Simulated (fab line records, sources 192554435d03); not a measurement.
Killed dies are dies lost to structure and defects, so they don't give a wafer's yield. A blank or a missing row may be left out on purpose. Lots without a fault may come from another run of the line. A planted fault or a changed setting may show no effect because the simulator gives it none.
Chamber matching | flow n5_finfet | N5_BEOL_M8_ETCH_72 on rie_diel-02: 4 sister chambers
The step etches underlayer in N2/H2, target depth 6.5 nm, time 5.2 s. 22 wafers are shown with their chamber, then 11 later ones without.

WAFERS WITH THEIR CHAMBER
wafer  | chamber | drypump_motor_current_A (A) | showerhead_plenum_p_Torr (Torr) | throttle_valve_pct (%)
L077.1 | 3       | 5.5                         | 2.48                            | 17.87
L077.4 | 0       | 5.4                         | 2.56                            | 17.63
L077.6 | 3       | 5.5                         | 2.48                            | 17.87
L078.3 | 2       | 6.6                         | 2.42                            | 17.79
L078.5 | 0       | 5.4                         | 2.55                            | 17.63
L078.6 | 1       | 5.4                         | 2.61                            | 17.87
L081.2 | 0       | 5.4                         | 2.55                            | 17.64
L081.4 | 3       | 5.5                         | 2.48                            | 17.91
L081.5 | 3       | 5.5                         | 2.48                            | 17.90
L083.1 | 0       | 5.4                         | 2.55                            | 17.66
L083.2 | 1       | 5.4                         | 2.60                            | 17.89
L083.6 | 3       | 5.5                         | 2.48                            | 17.92
L085.1 | 1       | 5.4                         | 2.60                            | 17.92
L085.3 | 0       | 5.4                         | 2.55                            | 17.65
L085.5 | 3       | 5.5                         | 2.47                            | 17.94
L087.1 | 0       | 5.4                         | 2.54                            | 17.67
L087.3 | 3       | 5.5                         | 2.47                            | 17.93
L087.4 | 1       | 5.3                         | 2.60                            | 17.93
L088.1 | 0       | 5.4                         | 2.54                            | 17.69
L088.4 | 1       | 5.4                         | 2.60                            | 17.93
L088.5 | 1       | 5.4                         | 2.60                            | 17.93
L089.3 | 0       | 5.4                         | 2.54                            | 17.67

SIGNATURES (means of the wafers above)
reading                  | chamber 0 | chamber 1 | chamber 2 | chamber 3 | scatter within a chamber
drypump_motor_current_A  | 5.400     | 5.383     | 6.600     | 5.500     | 0.0215
showerhead_plenum_p_Torr | 2.5475    | 2.6017    | 2.4200    | 2.4771    | 0.00566
throttle_valve_pct       | 17.6550   | 17.9117   | 17.7900   | 17.9057   | 0.0248
Rule: a wafer's distance from a chamber is the root of the sum, over the readings, of the square of ((its reading less the chamber's mean) divided by the reading's scatter). The wafer belongs to the nearest chamber; if the next one is less than 2 further off, it can't be placed. The scatter: the root of (the sum of the squares of (reading less its chamber's mean) over the shown wafers, divided by (wafers less chambers)).

WAFERS WITHOUT THEIR CHAMBER
wafer  | drypump_motor_current_A (A) | showerhead_plenum_p_Torr (Torr) | throttle_valve_pct (%)
L089.5 | 5.4                         | 2.60                            | 17.92
L089.6 | 6.6                         | 2.41                            | 17.82
L092.2 | 5.4                         | 2.60                            | 17.94
L092.3 | 6.6                         | 2.41                            | 17.80
L092.4 | 5.4                         | 2.54                            | 17.70
L096.3 | 5.4                         | 2.59                            | 17.95
L096.5 | 5.5                         | 2.47                            | 17.96
L096.6 | 6.6                         | 2.40                            | 17.82
L097.1 | 5.5                         | 2.47                            | 17.96
L097.4 | 5.4                         | 2.59                            | 17.97
L097.5 | 5.4                         | 2.54                            | 17.72

WHICH CHAMBER EACH WENT THROUGH
wafer  | from the rows above | in truth
L089.5 | 1                   | 1
L089.6 | 2                   | 2
L092.2 | 1                   | 1
L092.3 | 2                   | 2
L092.4 | 0                   | 0
L096.3 | 1                   | 1
L096.5 | 3                   | 3
L096.6 | 2                   | 2
L097.1 | 3                   | 3
L097.4 | 1                   | 1
L097.5 | 0                   | 0
Placed correctly: 11 of 11. Can't be placed from these rows: 0. Placed wrongly: 0.
